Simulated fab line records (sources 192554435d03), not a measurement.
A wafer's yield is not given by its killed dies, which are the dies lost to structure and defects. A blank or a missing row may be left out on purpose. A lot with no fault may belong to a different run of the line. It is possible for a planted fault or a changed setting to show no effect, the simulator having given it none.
Which of the tools did it?    flow n5-finfet    24 lots with 72 wafers sampled at 4 steps, on a route of 1938 steps

## WHAT THE GAUGES SHOWED, per wafer
N5_FIN_SAQP_INSPECT_18: inspects for defects (brightfield).
lot   measured     on                 raw-defect-count
L074  day 1 21:50  defect-inspect-01  402 408 617
L075  day 2 03:26  defect-inspect-02  294 334 388
L076  day 2 10:02  defect-inspect-01  331 291 394
L077  day 2 15:42  defect-inspect-01  581 673 396
L078  day 2 22:10  defect-inspect-01  365 449 389
L079  day 3 04:32  defect-inspect-01  218 311 309
L080  day 3 10:14  defect-inspect-01  413 400 314
L081  day 3 15:57  defect-inspect-01  427 536 370
L082  day 3 22:45  defect-inspect-01  465 413 377
L083  day 4 05:18  defect-inspect-01  309 297 390
L084  day 4 11:31  defect-inspect-01  504 374 352
L085  day 4 16:23  defect-inspect-01  454 555 609
L086  day 4 22:41  defect-inspect-02  467 534 438
L087  day 5 06:11  defect-inspect-01  427 416 443
L088  day 5 10:48  defect-inspect-02  317 271 304
L089  day 5 17:53  defect-inspect-01  330 306 431
L090  day 5 22:14  defect-inspect-02  565 606 482
L091  day 6 04:13  defect-inspect-01  388 426 358
L092  day 6 11:11  defect-inspect-02  621 646 708
L093  day 6 16:13  defect-inspect-02  332 300 293
L094  day 6 23:06  defect-inspect-01  349 286 302
L095  day 7 04:30  defect-inspect-02  458 402 337
L096  day 7 12:30  defect-inspect-01  450 314 291
L097  day 7 18:14  defect-inspect-01  498 358 434

N5_FIN_SAQP_INSPECT_40: inspects for defects (brightfield).
lot   measured     on                 raw-defect-count
L074  day 2 02:55  defect-inspect-01  243 211 268
L075  day 2 07:56  defect-inspect-01  115 178 242
L076  day 2 14:29  defect-inspect-02  231 184 255
L077  day 2 20:18  defect-inspect-01  240 143 172
L078  day 3 02:47  defect-inspect-02  354 397 379
L079  day 3 08:59  defect-inspect-02  111 289 197
L080  day 3 14:35  defect-inspect-02  309 255 261
L081  day 3 20:49  defect-inspect-01  268 268 196
L082  day 4 03:02  defect-inspect-02  315 277 289
L083  day 4 10:01  defect-inspect-01  213 227 242
L084  day 4 17:15  defect-inspect-02  251 256 159
L085  day 4 21:39  defect-inspect-01  202 291 264
L086  day 5 05:34  defect-inspect-02  297 337 373
L087  day 5 12:59  defect-inspect-01  261 258 171
L088  day 5 15:34  defect-inspect-02  222 190 213
L089  day 5 23:11  defect-inspect-02  113 127 125
L090  day 6 02:29  defect-inspect-01  214 202 301
L091  day 6 10:10  defect-inspect-01  214 131 180
L092  day 6 16:20  defect-inspect-01  300 293 409
L093  day 6 21:11  defect-inspect-02  236 220 230
L094  day 7 04:07  defect-inspect-02  277 240 218
L095  day 7 09:58  defect-inspect-02  141 118 180
L096  day 7 17:16  defect-inspect-01  257 214 248
L097  day 7 23:19  defect-inspect-02  270 220 358

## WHAT TOOL EACH LOT RAN ON (gives the tool, then ch and the chambers of the sampled wafers, and finally the start)
lot   N5_FIN_SAQP_RECESS_75              N5_FIN_SAQP_ETCH_67
L074  vapor-etch-02 ch 0,1, day 1 22:37  rie-diel-03 ch 0,1,3, day 2 01:31
L075  vapor-etch-02 ch 0,1, day 2 04:22  rie-diel-03 ch 0,1, day 2 06:35
L076  vapor-etch-02 ch 0,1, day 2 10:46  rie-diel-02 ch 0,1,2, day 2 13:08
L077  vapor-etch-01 ch 0,1, day 2 16:35  rie-diel-02 ch 0,3, day 2 18:44
L078  vapor-etch-02 ch 0,1, day 2 23:14  rie-diel-03 ch 0,2,3, day 3 01:21
L079  vapor-etch-02 ch 0,1, day 3 05:17  rie-diel-05 ch 0,2,3, day 3 07:27
L080  vapor-etch-02 ch 0,1, day 3 11:08  rie-diel-02 ch 1,3, day 3 13:13
L081  vapor-etch-01 ch 0,1, day 3 17:01  rie-diel-02 ch 0,1, day 3 19:28
L082  vapor-etch-01 ch 0,1, day 3 23:37  rie-diel-02 ch 1,2, day 4 01:41
L083  vapor-etch-02 ch 0,1, day 4 06:10  rie-diel-03 ch 1,2,3, day 4 08:15
L084  vapor-etch-01 ch 0,1, day 4 12:28  rie-diel-02 ch 1,2,3, day 4 15:34
L085  vapor-etch-02 ch 1, day 4 17:27    rie-diel-03 ch 1,2,3, day 4 19:32
L086  vapor-etch-01 ch 0,1, day 4 23:39  rie-diel-05 ch 1,2, day 5 01:50
L087  vapor-etch-02 ch 0,1, day 5 07:07  rie-diel-02 ch 1,2, day 5 09:15
L088  vapor-etch-01 ch 0,1, day 5 11:32  rie-diel-05 ch 1,3, day 5 14:10
L089  vapor-etch-01 ch 0,1, day 5 18:46  rie-diel-03 ch 0,2,3, day 5 21:00
L090  vapor-etch-01 ch 0,1, day 5 22:58  rie-diel-05 ch 0,1,3, day 6 01:08
L091  vapor-etch-01 ch 0,1, day 6 04:58  rie-diel-02 ch 2,3, day 6 08:25
L092  vapor-etch-02 ch 0,1, day 6 12:32  rie-diel-03 ch 1,2,3, day 6 14:55
L093  vapor-etch-02 ch 0,1, day 6 17:15  rie-diel-03 ch 1,2,3, day 6 19:50
L094  vapor-etch-01 ch 0,1, day 7 00:06  rie-diel-03 ch 1,2, day 7 02:15
L095  vapor-etch-02 ch 0,1, day 7 05:14  rie-diel-05 ch 0,2,3, day 7 08:33
L096  vapor-etch-02 ch 0,1, day 7 13:31  rie-diel-03 ch 0,2,3, day 7 15:46
L097  vapor-etch-01 ch 0,1, day 7 19:13  rie-diel-05 ch 0,1,3, day 7 21:48
- N5_FIN_SAQP_RECESS_75: chemistry HF/NH3, target SiO2, target depth 14.4 nm, afs cycles 3, sublimation time 60 s.
- N5_FIN_SAQP_ETCH_67: etches SiNx in CH3F/O2, target depth 30 nm.

## WHAT THE TOOLS THEMSELVES READ (means of the sampled wafers that have a number; where no wafer has one, the mark that the record gives instead)
N5_FIN_SAQP_RECESS_75.
lot   tool           drypump-motor-current-A (A)  sublimation-temp-c (C)
L074  vapor-etch-02  6.07                         180.01
L075  vapor-etch-02  6.06                         180.02
L076  vapor-etch-02  6.05                         179.97
L077  vapor-etch-01  5.65                         179.96
L078  vapor-etch-02  6.08                         179.99
L079  vapor-etch-02  6.03                         179.96
L080  vapor-etch-02  6.08                         179.90
L081  vapor-etch-01  5.60                         180.08
L082  vapor-etch-01  5.65                         179.74
L083  vapor-etch-02  6.02                         179.97
L084  vapor-etch-01  5.64                         180.05
L085  vapor-etch-02  6.11                         179.92
L086  vapor-etch-01  5.61                         179.97
L087  vapor-etch-02  6.08                         179.76
L088  vapor-etch-01  5.64                         179.85
L089  vapor-etch-01  5.65                         179.96
L090  vapor-etch-01  5.60                         180.27
L091  vapor-etch-01  5.65                         180.10
L092  vapor-etch-02  6.07                         180.03
L093  vapor-etch-02  6.03                         179.93
L094  vapor-etch-01  5.60                         180.11
L095  vapor-etch-02  6.09                         179.88
L096  vapor-etch-02  6.05                         180.01
L097  vapor-etch-01  5.66                         180.07

N5_FIN_SAQP_ETCH_67.
lot   tool         O2_flow_sccm (sccm)  drypump-motor-current-A (A)  oes-product-au (a.u.)  rf-vpp-V (V)  showerhead-plenum-p-Torr (Torr)  throttle-valve-pct (%)
L074  rie-diel-03  20.04                6.2                          0.77                   291           2.00                             16.29
L075  rie-diel-03  19.99                6.3                          0.79                   290           2.01                             16.36
L076  rie-diel-02  19.96                5.8                          0.76                   305           1.98                             16.40
L077  rie-diel-02  20.02                6.1                          0.92                   296           1.92                             16.31
L078  rie-diel-03  20.04                5.9                          0.71                   291           1.99                             16.31
L079  rie-diel-05  20.00                5.9                          0.74                   301           2.05                             16.40
L080  rie-diel-02  20.01                5.6                          0.83                   299           2.06                             16.25
L081  rie-diel-02  19.95                6.0                          0.78                   301           1.94                             16.37
L082  rie-diel-02  20.05                5.5                          0.74                   305           2.06                             16.35
L083  rie-diel-03  19.97                5.9                          0.74                   290           2.00                             16.30
L084  rie-diel-02  20.05                5.7                          0.80                   303           2.01                             16.36
L085  rie-diel-03  20.01                5.9                          0.75                   290           2.00                             16.30
L086  rie-diel-05  19.95                5.4                          0.70                   305           2.01                             16.48
L087  rie-diel-02  19.98                5.7                          0.72                   308           2.01                             16.48
L088  rie-diel-05  19.98                6.0                          0.72                   300           2.08                             16.63
L089  rie-diel-03  20.03                5.9                          0.70                   292           1.98                             16.35
L090  rie-diel-05  19.94                5.8                          0.72                   299           2.07                             16.52
L091  rie-diel-02  19.98                5.9                          0.75                   304           1.96                             16.50
L092  rie-diel-03  20.02                5.9                          0.73                   290           1.99                             16.31
L093  rie-diel-03  19.97                5.9                          0.73                   290           1.99                             16.32
L094  rie-diel-03  19.98                5.8                          0.72                   290           1.99                             16.41
L095  rie-diel-05  20.02                5.9                          0.80                   301           2.03                             16.31
L096  rie-diel-03  19.94                5.9                          0.70                   290           1.97                             16.38
L097  rie-diel-05  19.98                5.8                          0.72                   299           2.07                             16.55

## THE ANSWER, worked out from the rows above alone
Rule: the usual values come from the lots themselves. Put in order of their means at a reading, lots are off if they are a third of the lots or fewer, leave a main group of 4 or more, and stand apart from it by a gap of 3 or more times the standard deviation of the main group's means; of several such gaps the widest counts. A main group whose means are all the same, to the digits that the tables above print for the reading, isn't used. A lot without any number at a reading at which 4 lots or more have one is off too. Where the step has rows for the other lots, those lots are counted as sound. After the gauges, taken in route order, come the tools' own readings; for these a lot's mean is taken, as printed above. At the first step where some lot is off, the reading lying furthest off is the one used; lots without a number count as furthest.
No lot is off at any reading shown: from this, nothing can be told.

## WHAT HAD BEEN PUT IN BY THE SIMULATOR
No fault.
